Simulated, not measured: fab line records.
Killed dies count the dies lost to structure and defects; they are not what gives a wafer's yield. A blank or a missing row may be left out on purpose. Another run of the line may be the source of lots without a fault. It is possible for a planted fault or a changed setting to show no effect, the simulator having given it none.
Comparing a struck lot with a sound one -- flow n5Finfet -- 39 out of 1938 route steps
Sound: the wafers L814.3, L814.4, L814.5. Wafers struck: L826.1, L826.2, L826.5. Last of all comes the cause.
For every step that has rows: the tool of each side, followed by ch and its chambers, followed by its first start. Under that, the readings that differ: sound wafers -- struck wafers -- difference of the means -- sigmas: that difference in standard deviations of wafers without a fault.
alike: words and numbers the same on both sides, and readings whose means are apart by under 2 such deviations; not compared: readings that were withheld, readings missing a value for some wafer, numbers with overlapping values and no deviation given by the record, and bounds like >300 which may hide the same value.
The two part at a step that has a row with sigmas, a row that says differs or no value, or rows on one side only. Numbers that don't overlap but have no deviation are shown without sigmas and don't part them. A reading missing from all wafers of one side parts the sides only when that side holds two or more wafers.

first, 10 steps without rows for these wafers: N5_HKMG_FIN_CMP_23 (polishes, stops on SiNx, t overpolish 10 s, target thk 46.326 nm); N5_HKMG_FIN_CMP_94 (polishes, stops on SiNx, t overpolish 4.7 s, target thk 43.299 nm); N5_GATE_CUT_ETCHBACK_00 (etches W in SF6/Cl2); N5_GATE_CUT_ETCH_56 (etches TiN in Cl2/Ar, target depth 21.6 nm); N5_GATE_CUT_ETCHBACK_30 (etches TiN in Cl2/Ar, target depth 3 nm); N5_GATE_CUT_VAPOR_ETCH_60 (etches HfO2 in BCl3/Cl2); N5_GATE_CUT_ETCH_58 (etches SiNx in CH3F/O2, target depth 17 nm, time 128.6 s); N5_GATE_CUT_STRIP_59 (strips in N2/H2, time 20 s); N5_GATE_CUT_PRECLEAN_31 (cleans in DIW, time 300 s); N5_GATE_CUT_SRD_32 (time 30 s).
N5_GATE_CUT_SAC_CAP_01: material SiNx, target thk 24 nm, pulse time 1 s, ald cycles 480.
  sound on aldSin-03 ch 1,3, day 5 08:11; struck on aldSin-03 ch 1,2, day 8 07:24
  no value came back on the struck wafers for any of 5 readings (aldCycles, chamberPressureTorr (Torr) and others); on the sound wafers aldCycles reads 480 480 480
  not compared: sinceWetCleanH
then, 21 steps without rows for these wafers: N5_GATE_CUT_PECVD_57 (deposits SiNx from SiH4/NH3/N2, target thk 21 nm); N5_GATE_CUT_CMP_02 (polishes, stops on SiO2, t overpolish 12.7 s, target thk 0 nm); N5_GATE_CUT_HM_DEP_46 (deposits SiO2 from TEOS/O2, target thk 130 nm, time 26.6 s); N5_GATE_CUT_COAT_34 (time 60 s, resist thk 60 nm); N5_GATE_CUT_COAT_35 (time 60 s, resist thk 10 nm); N5_GATE_CUT_COAT_27 (time 60 s, resist thk 10 nm); N5_GATE_CUT_COAT_07 (resist thk 30 nm); N5_GATE_CUT_EBR_09; N5_GATE_CUT_SOFTBAKE_08 (time 60 s); N5_GATE_CUT_EXPOSE_10 (exposes mask GATE CUT, target cd 20 nm); N5_GATE_CUT_PEB_11 (peb time 60 s); N5_GATE_CUT_DEVELOP_12 (develop time 30 s); N5_GATE_CUT_DESCUM_18 (chemistry O2, time 7 s); N5_GATE_CUT_ETCH_28 (etches underlayer in N2/H2, target depth 13 nm, time 10.4 s); N5_GATE_CUT_ETCH_36 (etches SiARC in CF4, target depth 13 nm, time 21.7 s); N5_GATE_CUT_ETCH_37 (etches SOC in N2/H2, target depth 60 nm, overetch 12 nm, time 90 s); N5_GATE_CUT_STRIP_38 (strips in N2/H2); N5_GATE_CUT_STRIP_39 (strips in N2/H2); N5_GATE_CUT_HM_OPEN_40 (chemistry C4F6/O2, target SiO2, target depth 139 nm, time 85.1 s); N5_GATE_CUT_STRIP_41 (strips in CF4); N5_GATE_CUT_STRIP_42 (strips in O2).
N5_GATE_CUT_ETCH_19: etches SiNx in CH3F/O2, target depth 53.7 nm, time 76.7 s.
  sound on rieDiel-01 ch 0,2, day 5 11:39; struck on rieDiel-01 ch 0,1,2, day 8 10:52
reading,sound,struck,difference,sigmas
etchRfOnTimeS (s),79.1 74.5 79.2,6.0 6.0 6.0,-71.6,-45
oesProductAu (a.u.),0.75 0.65 0.74,0.28 0.26 0.33,-0.42,-8
model.SiO2_of_GATE_CUT_HM_DEP_46.thkNm (nm),124.4 126.2 124,131 131.6 132.6,+7,
  alike: biasW, drypumpMotorCurrentA, oes_ar_750_au, rfVppV, showerheadPlenumPTorr, throttleValvePct
  not compared: rfHoursCounterH, model.GATE_CUT.cdNm
then, 3 steps without rows for these wafers: N5_GATE_CUT_CUT_ETCH_53 (etches W in SF6/Cl2, target depth 79.2 nm); N5_GATE_CUT_CUT_ETCH_54 (etches TiN in Cl2/BCl3, target depth 96.7 nm); N5_GATE_CUT_CUT_ETCH_55 (etches HfO2 in BCl3, target depth 3.2 nm).
N5_GATE_CUT_CMP_23: polishes, stops on SiO2, t overpolish 23.4 s, target thk 16 nm.
  sound on cmp-03 ch 0,1, day 5 13:44; struck on cmp-01 ch 2,3, day 8 12:59
reading,sound,struck,difference,sigmas
model.SiO2_of_GATE_CUT_HM_DEP_46.thkNm (nm),103 104.8 102.8,110 110 111.2,+7,
  alike: headPressurePsi, motorCurrentA, overpolishRunS, timeToEndpointS
N5_BEOL_M4_RC_MEAS_101:
  the record has rows for the sound wafers here (prober-01 ch 0, day 9 08:56) and none for the struck ones
-- a jump in the record: the struck wafers' starts before and after are 8 days apart (it breaks off in module BEOL_M4 and resumes in module PASSIVATION, where the first step shown is number 1936 of the route) --
N5_PASSIVATION_PROBE_49:
  struck on prober-01, day 16 15:43; sound on prober-02, day 13 23:49
reading,sound,struck,difference,sigmas
defectLimitedYield (%),93.3 92.4 92.3,0 0 0,-93,-66
killed_at_M0_to_M3,33 37 27,3 5 2,-29,-3
killedAtFrontEnd,26 33 39,1173 1165 1174,+1138,+99 or more
killedDies,79 90 91,1180 1180 1180,+1093,+68
killedOnRim,16 14 9,152 152 152,+139,+41
killedOpen,50 69 57,9 14 9,-48,-4
killedShort,29 21 32,7 7 3,-22,-3
sort_bin_5_function (%),3.9 4.1 4.4,74.4 71.0 73.7,+68.9,+78
sortNPass,1101 1090 1089,0 0 0,-1093,-38
sortYieldPct (%),93.3 92.4 92.3,0 0 0,-93,-37
  alike: killed_at_M4_up, killedAtContacts, killedAtOther, sort_bin_6_memory

== WHERE THEY PART ==
At N5_GATE_CUT_SAC_CAP_01 first; at N5_PASSIVATION_PROBE_49 last (within this record only).

WHY: what had been put in by the simulator
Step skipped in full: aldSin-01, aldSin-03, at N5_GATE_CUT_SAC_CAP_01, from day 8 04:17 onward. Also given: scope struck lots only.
